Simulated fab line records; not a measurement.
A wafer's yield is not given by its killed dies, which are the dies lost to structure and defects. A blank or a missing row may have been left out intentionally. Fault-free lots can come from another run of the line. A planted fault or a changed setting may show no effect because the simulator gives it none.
Problem report in the 8D (eight disciplines) form, filled by code / flow nand-harc / the parts of the form that need people (team, actions taken, sign-off) are left out

1. THE ISSUE
killed-at-periphery at NHARC_END_SORT_01 reads a mean of 57.3 on 9 wafers of 3 lots; wafers without a fault read 3.5 with a standard deviation of 2.2. That puts it +24 standard deviations away from the usual mean.
First seen on wafer L457.1, day 29 05:50, on prober-01. The record holds 24 wafers of 8 lots with a number at this step. By rule, "out" or "out of limits" means more than 4 standard deviations away from the usual mean. The other wafers with a number count as sound.

2. WHAT IT IS, AND WHAT IT ISN'T
question=which readings at this step | is=killed-at-periphery | is not=killed-at-array, killed-open, killed-short
question=which lots | is=L457, L459, L460 | is not=L445, L448, L455, L458, L468
question=which wafers of those lots | is=all that have a number | is not=-
question=read on which gauges | is=prober-01, prober-02 | is not=-
question=when | is=from day 29 05:50 | is not=up to then (9 sound wafers); but 6 sound wafers of L458, L468 came after

3. WHAT RULES OUT EACH SUSPECT
Counting: any tool at a process step up to the reading is kept as a suspect provided that every lot that is out went through it and no sound lot did after the first of them.
- ruled out: the gauge at NHARC_END_SORT_01. 2 gauges (prober-01, prober-02) read the wafers that are out.
- rie-diel-13 at NHARC_P_BONDPAD_ETCH_24 (etches the open film in CF4/N2, target depth 30 nm, time 72.99 s): ruled out as a lasting fault. The sound lots L468 went through it after L457, its earliest lot that is out (day 11 17:37).
Left after counting: nothing in the record.

4. THE CAUSE (what the simulator had put in)
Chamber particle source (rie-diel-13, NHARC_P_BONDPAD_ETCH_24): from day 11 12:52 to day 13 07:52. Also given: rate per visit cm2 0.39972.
It was ruled out by counting, in error; the rule expects a fault to strike all lots run on its tool from its start on, and this fault did not.

5. THE CHAIN OF EFFECTS, in route order
Rows list readings where the struck wafers' mean (over those with a number) sits beyond 3 standard deviations from the usual. Only readings whose record carries a usual standard deviation are examined. hours: median over the lots of the time between each lot's start at the first step of this table that gives one and its start at this step. sigmas: the change, counted in usual standard deviations.
hours=0; step=NHARC_END_SORT_01; reading=killed-at-periphery; usual=3.5; on struck wafers=57.3; change=+53.8; sigmas=+24

6. HOW IT WOULD HAVE BEEN CAUGHT EARLIER
The first out-of-limits reading at a measuring or inspecting step in this record came at day 29 05:50, 425 hours after the fault's start at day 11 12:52.
No tool reading at NHARC_P_BONDPAD_ETCH_24 that has a usual standard deviation in the record was out on any struck wafer, so an alarm limit of 4 standard deviations on those readings would not have fired.
